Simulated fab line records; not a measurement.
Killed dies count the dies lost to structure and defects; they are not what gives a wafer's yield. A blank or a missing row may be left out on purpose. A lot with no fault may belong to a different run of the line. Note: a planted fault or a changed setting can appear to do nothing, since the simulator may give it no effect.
Which tool did it? | flow n5-finfet | 12 lots with 36 wafers sampled at 5 steps, on a route of 1938 steps

== WHAT THE GAUGES SHOWED, per wafer ==
N5_BEOL_M2_CD_MEAS_11: target cd 16.79 nm.
lot  | measured     | on        | cd-nm (nm)
L076 | day 6 17:17  | cd-sem-01 | 16.59 17.32 16.78
L077 | day 7 08:08  | cd-sem-01 | 16.66 16.58 17.17
L079 | day 7 23:13  | cd-sem-03 | 16.85 16.19 16.65
L081 | day 8 10:43  | cd-sem-01 | 16.67 16.69 16.89
L083 | day 8 16:47  | cd-sem-03 | 16.54 17.13 17.05
L084 | day 9 09:00  | cd-sem-01 | 16.79 16.45 16.66
L086 | day 10 18:29 | cd-sem-03 | 16.82 16.80 16.61
L088 | day 10 23:50 | cd-sem-02 | 16.84 17.20 16.94
L093 | day 11 20:33 | cd-sem-03 | 17.16 16.95 16.98
L094 | day 12 02:13 | cd-sem-01 | 16.64 16.83 16.64
L092 | day 12 05:19 | cd-sem-02 | 16.96 16.73 16.74
L097 | day 13 02:17 | cd-sem-03 | 16.73 17.04 17.11

== EACH LOT AND THE TOOL THAT RAN IT (in order: tool; ch and the chambers of the sampled wafers; start) ==
lot  | N5_BEOL_M1_VIA_ETCH_34             | N5_BEOL_M1_ANNEAL_51             | N5_BEOL_M1_DEP_57               | N5_BEOL_M2_PECVD_72
L076 | rie-diel-01 ch 1,2,3, day 6 11:52  | rtp-anneal-02 ch 0, day 6 15:10  | pecvd-02 ch 0,2, day 6 15:54    | pecvd-03 ch 0,1, day 6 16:08
L077 | rie-diel-03 ch 0,2,3, day 6 23:53  | rtp-anneal-02 ch 0, day 7 03:23  | pecvd-02 ch 0,1, day 7 04:10    | pecvd-03 ch 0,1, day 7 04:33
L079 | rie-diel-01 ch 1,2,3, day 7 17:03  | rtp-anneal-02 ch 0, day 7 21:04  | pecvd-04 ch 0,1,2, day 7 21:45  | pecvd-03 ch 0,2, day 7 22:00
L081 | rie-diel-01 ch 0,1,2, day 8 03:41  | rtp-anneal-01 ch 0, day 8 08:35  | pecvd-04 ch 1,2, day 8 09:19    | pecvd-03 ch 0,2, day 8 09:34
L083 | rie-diel-02 ch 0,1,3, day 8 10:53  | rtp-anneal-02 ch 0, day 8 14:59  | pecvd-02 ch 0,1,2, day 8 15:40  | pecvd-04 ch 0,1, day 8 15:54
L084 | rie-diel-03 ch 1,2, day 9 00:37    | rtp-anneal-02 ch 0, day 9 06:25  | pecvd-03 ch 0,2, day 9 07:10    | pecvd-03 ch 1,2, day 9 07:24
L086 | rie-diel-03 ch 2,3, day 10 14:01   | rtp-anneal-02 ch 0, day 10 17:05 | pecvd-04 ch 0,1, day 10 17:47   | pecvd-04 ch 1,2, day 10 18:02
L088 | rie-diel-03 ch 0,1, day 10 18:51   | rtp-anneal-02 ch 0, day 10 21:52 | pecvd-02 ch 0,1,2, day 10 22:40 | pecvd-01 ch 0,2, day 10 22:54
L093 | rie-diel-02 ch 0,1, day 11 15:37   | rtp-anneal-02 ch 0, day 11 18:46 | pecvd-03 ch 0,1,2, day 11 19:34 | pecvd-01 ch 0,1,2, day 11 19:48
L094 | rie-diel-01 ch 0,1,2, day 11 21:22 | rtp-anneal-01 ch 0, day 12 00:27 | pecvd-04 ch 0,1,2, day 12 01:11 | pecvd-03 ch 1,2, day 12 01:25
L092 | rie-diel-01 ch 1,2, day 12 00:20   | rtp-anneal-01 ch 0, day 12 03:58 | pecvd-03 ch 0,1,2, day 12 04:38 | pecvd-04 ch 0,1,2, day 12 04:53
L097 | rie-diel-03 ch 0,1,3, day 12 20:44 | rtp-anneal-01 ch 0, day 13 00:29 | pecvd-02 ch 0,1,2, day 13 01:16 | pecvd-04 ch 0,1,2, day 13 01:30
- N5_BEOL_M1_VIA_ETCH_34: etches the open film in C4F6/O2, target depth 67.8 nm, time 64.4 s.
- N5_BEOL_M1_ANNEAL_51: time 90 s.
- N5_BEOL_M1_DEP_57: deposits SiCN from 3MS/NH3, target thk 8 nm, time 14 s.
- N5_BEOL_M2_PECVD_72: deposits SiO2 from TEOS/O2, target thk 16 nm, time 18 s.

== THE ANSWER, worked out from the rows above alone ==
Rule: the usual values come from the lots themselves. Put in order of their means at a reading, lots are off if they are a third of the lots or fewer, leave a main group of 4 or more, and stand apart from it by a gap of 3 or more times the standard deviation of the main group's means; of several such gaps the widest counts. A main group whose means are all the same, to the digits that the tables above print for the reading, isn't used. Also off: a lot with no number at a reading for which 4 or more lots have one. All remaining lots with rows at the step are treated as sound.
No lot is off at any reading shown: from this, nothing can be told.

== WHAT THE SIMULATOR HAD PUT IN ==
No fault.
